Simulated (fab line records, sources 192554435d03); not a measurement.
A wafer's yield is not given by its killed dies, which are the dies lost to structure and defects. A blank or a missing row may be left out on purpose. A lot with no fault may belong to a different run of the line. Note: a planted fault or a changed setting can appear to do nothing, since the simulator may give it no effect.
Chamber matching -- flow n5_finfet -- rie_si-04 running N5_FIN_SAQP_MANDREL2_REMOVE_60: 4 sister chambers
The step chemistry HBr/Cl2/O2, target a-Si, stops on SiNx, bt time 10 s. 7 wafers are shown with their chamber, then 7 later ones without.

## WAFERS WITH THEIR CHAMBER
wafer,chamber,drypump_motor_current_A (A),throttle_valve_pct (%)
L076.5,2,5.9,36.2
L077.6,1,4.6,37.4
L079.4,3,6.0,36.2
L079.5,0,5.2,36.5
L079.6,3,6.1,36.2
L080.2,0,5.2,36.5
L080.3,1,4.6,37.3

## WAFERS WHOSE CHAMBER IS MISSING
wafer,drypump_motor_current_A (A),throttle_valve_pct (%)
L080.4,6.1,36.2
L096.2,6.1,36.2
L096.3,5.3,36.5
L096.6,6.0,36.2
L097.2,5.2,36.5
L097.4,5.8,36.1
L097.6,4.6,37.3

## WHICH CHAMBER EACH ONE RAN IN
wafer,from the rows above,in truth
L080.4,3,3
L096.2,3,3
L096.3,0,0
L096.6,can't be placed: 3 or 2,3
L097.2,0,0
L097.4,2,2
L097.6,1,1
Correctly placed: 6 of 7. These rows do not allow placing 1 (true chamber among the candidates in 1). Placed wrongly: 0.
How it was worked out, from the rows above alone: a wafer's distance from a chamber is the root of the sum, over the readings, of the square of ((its reading less the chamber's mean) divided by the reading's scatter). If the next closest chamber is less than 2 further off than the closest, the wafer can't be placed; otherwise it belongs to the closest. A chamber's mean is the mean of its shown wafers. The scatter is the square root of a quotient: the sum, over the shown wafers, of each reading's squared deviation from its chamber's mean, divided by wafers minus chambers.
